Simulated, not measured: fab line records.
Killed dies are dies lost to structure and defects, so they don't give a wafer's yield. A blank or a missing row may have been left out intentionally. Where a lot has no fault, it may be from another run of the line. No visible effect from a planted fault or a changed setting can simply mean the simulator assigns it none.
Split-lot experiment + flow n5_finfet + on a route of 1938 steps: 7 lots, 21 wafers read

THE SPLIT ITSELF
At N5_BEOL_M6_COAT_22 (resist thk 30 nm), the setting spin_rpm was moved away from the recipe's 1500 rpm on 6 of the 21 wafers read, by -11.2% to +7.9%. This setting was run at the recipe's value on the other wafers.

FROM THE SPLIT TO THE READING: what the file shows between them, 2 steps
- N5_BEOL_M6_EXPOSE_25: exposes mask V5, target cd 40 nm (also split here: dose_mj)
- N5_BEOL_M6_PEB_26: peb time 60 s

THE READING
CAR-EUV_of_BEOL_M6_COAT_22.thk_nm (the simulator's own value, which no gauge read), in nm, at N5_BEOL_M6_DEVELOP_27 (develop time 30 s). The file does not state a usual value for it. Average 29.5 nm, standard deviation 0.12 nm, over the 15 wafers here run with the recipe.

| wafer  | tool, chamber at the split | spin_rpm as run, rpm | against the recipe | CAR-EUV_of_BEOL_M6_COAT_22.thk_nm, nm | against lot-mates on the recipe |
|--------|----------------------------|----------------------|--------------------|---------------------------------------|---------------------------------|
| L074.2 | litho_track-01, 0          | 1500                 | recipe             | 29.6                                  | -                               |
| L074.3 | litho_track-01, 0          | 1500                 | recipe             | 29.4                                  | -                               |
| L074.5 | litho_track-01, 0          | 1500                 | recipe             | 29.4                                  | -                               |
| L078.3 | litho_track-01, 0          | 1421                 | -5.3%              | 30.6                                  | +0.8                            |
| L078.5 | litho_track-01, 0          | 1421                 | -5.3%              | 30.6                                  | +0.8                            |
| L078.6 | litho_track-01, 0          | 1500                 | recipe             | 29.8                                  | -                               |
| L082.3 | litho_track-05, 0          | 1500                 | recipe             | 29.6                                  | -                               |
| L082.5 | litho_track-05, 0          | 1500                 | recipe             | 29.4                                  | -                               |
| L082.6 | litho_track-05, 0          | 1332                 | -11.2%             | 31.2                                  | +1.7                            |
| L085.1 | litho_track-02, 0          | 1500                 | recipe             | 29.4                                  | -                               |
| L085.6 | litho_track-02, 0          | 1500                 | recipe             | 29.4                                  | -                               |
| L085.2 | litho_track-02, 0          | 1432                 | -4.5%              | 30                                    | +0.6                            |
| L090.2 | litho_track-01, 0          | 1500                 | recipe             | 29.6                                  | -                               |
| L090.4 | litho_track-01, 0          | 1407                 | -6.2%              | 30.6                                  | +1.1                            |
| L090.5 | litho_track-01, 0          | 1500                 | recipe             | 29.4                                  | -                               |
| L091.2 | litho_track-05, 0          | 1618                 | +7.9%              | 28.4                                  | -1.2                            |
| L091.3 | litho_track-05, 0          | 1500                 | recipe             | 29.6                                  | -                               |
| L091.5 | litho_track-05, 0          | 1500                 | recipe             | 29.6                                  | -                               |
| L094.3 | litho_track-01, 0          | 1500                 | recipe             | 29.4                                  | -                               |
| L094.4 | litho_track-01, 0          | 1500                 | recipe             | 29.4                                  | -                               |
| L094.5 | litho_track-01, 0          | 1500                 | recipe             | 29.4                                  | -                               |

FIT RESULTS
A straight line over all 21 wafers: CAR-EUV_of_BEOL_M6_COAT_22.thk_nm changes by -0.159 nm for each +1% of spin_rpm; r = -0.97; the points scatter about the line by 0.15 nm.
The same after taking each lot's own level away (the mean of its wafers on the recipe; 21 wafers): -0.154 nm for each +1%; r = -0.99; scatter 0.072 nm.
On that fit, the largest move of spin_rpm shifts the reading by 1.7 nm.
The span of the lots' own levels, 29.40 to 29.80 nm, comes to 3.2 times the standard deviation stated above.
The two slopes are in agreement: the lot-to-lot level therefore moves the slope only a little.
Check: for one of the wafers moved furthest among these (-11.2%), held out of the fit, the line's prediction against its lot-mates is +1.74 nm. Against them it came out at +1.7 nm.

THESE WAFERS: OTHER SPLITS
Before the reading, these wafers also passed through other splits. Each is held against what the fit with the lots' levels taken away leaves over:
| other split on the same wafers | wafers away from the commonest value | r with CAR-EUV_of_BEOL_M6_COAT_22.thk_nm (lot level and that fit taken away) |
|--------------------------------|--------------------------------------|------------------------------------------------------------------------------|
| N5_BEOL_M4_ILD_DEP_00 time_s   | 7                                    | -0.09                                                                        |
| N5_BEOL_M4_COAT_62 spin_rpm    | 7                                    | +0.32                                                                        |
| N5_BEOL_M5_ETCH_72 bias_w      | 5                                    | +0.00                                                                        |
| N5_BEOL_M5_COAT_74 spin_rpm    | 6                                    | -0.09                                                                        |
| N5_BEOL_M6_EXPOSE_25 dose_mj   | 6                                    | -0.19                                                                        |

THE WHOLE CHAIN: every reading that the file lists as answering this split, in the file's order
| step                  | what it does      | reading                                                                            | change (the file's fit)               | r (the file's) |
|-----------------------|-------------------|------------------------------------------------------------------------------------|---------------------------------------|----------------|
| N5_BEOL_M6_COAT_22    | resist thk 30 nm  | CAR-EUV_of_BEOL_M6_COAT_22.thk_nm (the simulator's own value, which no gauge read) | -0.158 nm for each +1% of the setting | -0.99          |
| N5_BEOL_M6_DEVELOP_27 | develop time 30 s | CAR-EUV_of_BEOL_M6_COAT_22.thk_nm (the simulator's own value, which no gauge read) | -0.154 nm for each +1% of the setting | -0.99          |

FILE'S OWN FIT
CAR-EUV_of_BEOL_M6_COAT_22.thk_nm changes by -0.154 nm for each +1% of spin_rpm, r = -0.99.
